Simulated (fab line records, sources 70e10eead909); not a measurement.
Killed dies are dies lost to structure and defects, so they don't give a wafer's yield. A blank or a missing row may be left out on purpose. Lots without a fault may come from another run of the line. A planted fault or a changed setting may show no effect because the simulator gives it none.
A struck lot beside a sound one | flow nand_harc | 15 steps out of a route of 1159
Sound: wafers L808.1, L808.2, L808.5. Struck: wafers L815.2, L815.3, L815.6. The cause comes at the end.
At each step with rows: each side's tool, then ch and its chambers, then its first start. Under that, the readings that differ: sound wafers | struck wafers | difference of the means | sigmas: that difference in standard deviations of wafers without a fault.
alike: readings whose means differ by less than 2 such deviations, and words and numbers that are the same on both sides. not compared: withheld readings, readings that some wafer has no value for, bounds like >300 that may hide the same value, and numbers for which the record gives no deviation and whose values overlap.
The two part at a step that has a row with sigmas, a row that says differs or no value, or rows on one side only. Numbers that don't overlap but have no deviation are shown without sigmas and don't part them. A reading that every wafer of one side lacks parts them only if that side has two wafers or more.

NHARC_A_CONTACT_ETCH_75: etches the open film in CF4, target depth 39 nm, time 65 s.
  sound on rie_diel-11 ch 1,3, day 16 22:00; struck on rie_diel-01 ch 0,2,3, day 18 17:10
  alike: bias_w, cf4_flow_sccm, drypump_motor_current_A, oes_product_au, rf_vpp_V, showerhead_plenum_p_Torr, throttle_valve_pct
  not compared: rf_hours_counter_h
then, 5 steps without rows for these wafers: NHARC_A_CONTACT_ETCH_76 (etches the open film in N2/H2, target depth 260 nm, time 475.3 s); NHARC_A_CONTACT_ETCH_77 (etches the open film in CF4/CHF3, target depth 72.6 nm, time 36.3 s); NHARC_A_CONTACT_ETCH_78 (etches the open film in O2/COS, target depth 2800 nm, time 728 s); NHARC_A_CONTACT_ETCH_124 (etches the open film in C4F8/O2/Ar, time 140 s, target depth 700 nm); NHARC_A_CONTACT_ETCH_125 (etches the open film in C4F8/O2/Ar, time 155 s, target depth 956 nm).
NHARC_A_CONTACT_ETCH_126: etches the open film in C4F8/O2/Ar, time 155 s, target depth 956 nm.
  sound on har_cap_etch-03 ch 0,1, day 16 23:29; struck on har_cap_etch-02 ch 1, day 18 18:34
  alike: chamber_pressure_mTorr, oes_air_line_au
  not compared: rf_hours_counter_h
then, 2 steps without rows for these wafers: NHARC_A_CONTACT_ETCH_127 (etches the open film in C4F8/O2/Ar, time 155 s, target depth 956 nm); NHARC_A_CONTACT_ETCH_128 (etches the open film in C4F8/O2/Ar, time 155 s, target depth 956 nm).
NHARC_A_CONTACT_ETCH_129: etches the open film in C4F8/O2/Ar, time 155 s, target depth 956 nm.
  sound on har_cap_etch-03 ch 0,1, day 17 00:04; struck on har_cap_etch-02 ch 1, day 18 18:59
  alike: chamber_pressure_mTorr, oes_air_line_au
  not compared: rf_hours_counter_h
NHARC_A_CONTACT_ETCH_130: etches the open film in C4F8/O2/Ar, time 155 s, target depth 956 nm.
  sound on har_cap_etch-03 ch 0,1, day 17 00:15; struck on har_cap_etch-02 ch 1, day 18 19:07
  alike: chamber_pressure_mTorr, oes_air_line_au
  not compared: rf_hours_counter_h
NHARC_A_CONTACT_ETCH_131: etches the open film in C4F8/O2/Ar, time 155 s, target depth 956 nm.
  sound on har_cap_etch-03 ch 0,1, day 17 00:26; struck on har_cap_etch-02 ch 1, day 18 19:16
  alike: chamber_pressure_mTorr, oes_air_line_au
  not compared: rf_hours_counter_h
NHARC_A_CONTACT_ETCH_132: etches the open film in C4F8/O2/Ar, time 156 s, target depth 958 nm.
  sound on har_cap_etch-03 ch 0,1, day 17 00:37; struck on har_cap_etch-02 ch 1, day 18 19:24
  no value came back on the struck wafers for chamber_pressure_mTorr (mTorr), oes_air_line_au (a.u.); on the sound wafers chamber_pressure_mTorr (mTorr) reads 19.975 20.024 20.013
  not compared: rf_hours_counter_h
then, 1 step without rows for these wafers: NHARC_A_CONTACT_ETCH_133 (etches the open film in C4F8/O2/Ar, time 195 s, target depth 840 nm).
-- the record jumps here: 3 days lie between the struck wafers' starts before and after (it left off in module A_CONTACT and takes up again in module END, whose first step shown is number 1159 of the route) --
NHARC_END_SORT_01:
  the record has rows for the struck wafers here (prober-01 ch 0, day 21 07:58) and none for the sound ones

WHERE THEY PART
First at NHARC_A_CONTACT_ETCH_132; last, within this record, at NHARC_END_SORT_01.

WHY: what the simulator had put in
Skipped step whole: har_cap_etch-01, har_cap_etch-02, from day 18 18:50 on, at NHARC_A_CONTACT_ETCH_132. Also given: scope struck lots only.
